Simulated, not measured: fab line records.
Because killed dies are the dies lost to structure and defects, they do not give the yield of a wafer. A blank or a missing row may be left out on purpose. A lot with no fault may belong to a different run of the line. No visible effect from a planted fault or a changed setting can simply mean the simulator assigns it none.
One fault through the eyes of 2 desks | flow n5-finfet | numbers are kept per desk, each desk with only its own; the story behind them comes last

## AT THE TOOL OWNER'S DESK: lpcvd-02
The tool's own readings at N5_DUMMY_GATE_CVD_03 (deposits a-Si from SiH4, target thk 150 nm, time 8042 s): means of the sampled wafers that have a number, for each lot that ran on this tool. Any lot whose mean is over 4 standard deviations away from the usual mean is out of limits and marked OUT; that distance is given in the brackets.
Columns: A = spike-tc-lower-C at N5_DUMMY_GATE_CVD_03, usual 529.2 C
lot  | first seen here | A
L447 | day 3 02:28     | 528.7
L448 | day 3 09:04     | 529.8
L449 | day 3 15:13     | 529.9
L450 | day 3 20:07     | 529.2
L452 | day 4 06:20     | 529.7
L468 | day 8 08:23     | 530.2
This desk found nothing out of limits on any of the 6 lots.

## FROM THE METROLOGY DESK
What the gauges read for every lot (on any tool): the sampled wafers with a number, averaged. Any lot whose mean is over 4 standard deviations away from the usual mean is out of limits and marked OUT; that distance is given in the brackets. Shown are 7 of the 12 readings it has, namely the first that went out of limits plus those furthest out on some lot.
Columns: A = trench-depth-nm at N5_STI_FIN_REVEAL_FIN_H_MEAS_10, usual 52.2 nm; B = thk-nm at N5_DUMMY_GATE_THK_MEAS_05, usual 72.1 nm; C = DIBL_P at N5_BEOL_M4_RC_MEAS_101, usual 35.8 mV/V; D = IOFF_N at N5_BEOL_M4_RC_MEAS_101, usual 0.157 nA/um; E = SS_N at N5_BEOL_M4_RC_MEAS_101, usual 71.3 mV/dec; F = SS_P at N5_BEOL_M4_RC_MEAS_101, usual 73.2 mV/dec; G = VT_N at N5_BEOL_M4_RC_MEAS_101, usual 249 mV
lot  | first seen here | A    | B               | C    | D     | E    | F    | G
L447 | day 3 02:11     | 52.7 | 72.5            | 35.5 | 0.178 | 71.3 | 73.7 | 248
L448 | day 3 08:34     | 52.8 | 72.8            | 32.6 | 0.125 | 70.7 | 72.7 | 252
L449 | day 3 14:55     | 51.5 | 71.2            | 35.0 | 0.166 | 71.2 | 73.2 | 246
L450 | day 3 19:49     | 50.4 | 72.0            | 36.9 | 0.202 | 72.2 | 74.3 | 247
L452 | day 4 06:03     | 52.3 | 66.6 (-4.6) OUT | -    | -     | -    | -    | -
L460 | day 6 05:54     | 52.2 | 72.9            | 36.2 | 0.145 | 71.4 | 72.6 | 251
L462 | day 6 18:05     | 51.4 | 72.5            | 35.8 | 0.140 | 71.3 | 73.5 | 252
L464 | day 7 08:28     | 52.8 | 72.5            | 35.0 | 0.139 | 71.1 | 72.7 | 251
L466 | day 7 18:10     | 52.9 | 71.0            | 36.7 | 0.148 | 71.4 | 73.2 | 250
L467 | day 8 02:53     | 52.8 | 72.4            | 38.1 | 0.194 | 71.4 | 73.7 | 245
L468 | day 8 08:05     | 52.5 | 73.6            | 37.9 | 0.178 | 72.0 | 73.6 | 248
Finding of this desk: L452 out of limits; the first was L452 at day 4 10:19, on thk-nm at N5_DUMMY_GATE_THK_MEAS_05. In limits: L447, L448, L449, L450, L460, L462, L464, L466, L467, L468.

## ALL TOGETHER
On L452, the metrology desk was in a position to raise an alarm at day 4 10:19.
The desk of the tool owner found nothing out of limits.
Tool owner's desk: L452 on record, inside its limits.
Every lot named ran N5_DUMMY_GATE_CVD_03 on lpcvd-02.

## WHAT HAD BEEN PUT IN BY THE SIMULATOR
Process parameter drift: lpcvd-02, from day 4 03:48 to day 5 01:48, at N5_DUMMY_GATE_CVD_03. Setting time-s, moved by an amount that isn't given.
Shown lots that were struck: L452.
Delay in hours, fault start to first out-of-limits reading, per desk: metrology desk 7.
